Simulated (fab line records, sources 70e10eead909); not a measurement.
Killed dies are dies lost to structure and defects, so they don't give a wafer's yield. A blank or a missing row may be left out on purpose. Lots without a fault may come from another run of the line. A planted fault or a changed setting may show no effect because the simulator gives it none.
Chamber matching | flow nand_harc | NHARC_HYBRID_BOND_ACTIVATE_00 on rie_diel-11: 4 sister chambers
The step chemistry N2, time 60 s. 18 wafers are shown with their chamber, then 9 later ones without.

WAFERS WITH THEIR CHAMBER
wafer  | chamber | showerhead_plenum_p_Torr (Torr) | drypump_motor_current_A (A) | oes_product_au (a.u.)
L350.1 | 1       | 1.85                            | 6.0                         | 1.007
L350.2 | 0       | 1.77                            | 5.5                         | 0.995
L350.5 | 3       | 1.86                            | 5.9                         | 1.007
L352.3 | 1       | 1.85                            | 6.0                         | 0.999
L352.4 | 0       | 1.77                            | 5.5                         | 1.011
L352.5 | 3       | 1.85                            | 6.0                         | 1.002
L354.1 | 2       | 1.84                            | 5.2                         | 1.009
L354.2 | 3       | 1.85                            | 6.0                         | 1.011
L354.5 | 3       | 1.85                            | 5.9                         | 0.999
L355.1 | 0       | 1.77                            | 5.5                         | 0.994
L355.3 | 2       | 1.84                            | 5.2                         | 1.010
L355.4 | 3       | 1.85                            | 6.0                         | 0.998
L357.1 | 3       | 1.85                            | 6.0                         | 1.001
L357.2 | 2       | 1.84                            | 5.2                         | 1.015
L357.3 | 1       | 1.85                            | 6.0                         | 0.998
L356.3 | 3       | 1.85                            | 6.0                         | 1.008
L356.5 | 0       | 1.77                            | 5.5                         | 1.009
L356.6 | 1       | 1.85                            | 6.0                         | 0.992

SIGNATURES (means of the wafers above)
reading                  | chamber 0 | chamber 1 | chamber 2 | chamber 3 | scatter within a chamber
showerhead_plenum_p_Torr | 1.7700    | 1.8500    | 1.8400    | 1.8514    | 0.00247
drypump_motor_current_A  | 5.500     | 6.000     | 5.200     | 5.971     | 0.0319
oes_product_au           | 1.00225   | 0.99900   | 1.01133   | 1.00371   | 0.00612
Rule: a wafer's distance from a chamber is the root of the sum, over the readings, of the square of ((its reading less the chamber's mean) divided by the reading's scatter). The wafer belongs to the nearest chamber; if the next one is less than 2 further off, it can't be placed. The scatter: the root of (the sum of the squares of (reading less its chamber's mean) over the shown wafers, divided by (wafers less chambers)).

WAFERS WITHOUT THEIR CHAMBER
wafer  | showerhead_plenum_p_Torr (Torr) | drypump_motor_current_A (A) | oes_product_au (a.u.)
L367.2 | 1.85                            | 6.0                         | 1.000
L367.3 | 1.85                            | 6.0                         | 1.005
L367.6 | 1.77                            | 5.5                         | 1.005
L368.1 | 1.85                            | 6.0                         | 0.998
L368.3 | 1.77                            | 5.5                         | 1.002
L368.6 | 1.77                            | 5.5                         | 1.017
L372.3 | 1.85                            | 5.9                         | 1.005
L372.5 | 1.77                            | 5.5                         | 1.008
L372.6 | 1.85                            | 6.0                         | 1.004

WHICH CHAMBER EACH WENT THROUGH
wafer  | from the rows above     | in truth
L367.2 | can't be placed: 1 or 3 | 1
L367.3 | can't be placed: 1 or 3 | 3
L367.6 | 0                       | 0
L368.1 | can't be placed: 1 or 3 | 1
L368.3 | 0                       | 0
L368.6 | 0                       | 0
L372.3 | can't be placed: 3 or 1 | 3
L372.5 | 0                       | 0
L372.6 | can't be placed: 1 or 3 | 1
Placed correctly: 4 of 9. Can't be placed from these rows: 5 (the true chamber is among the candidates in 5). Placed wrongly: 0.
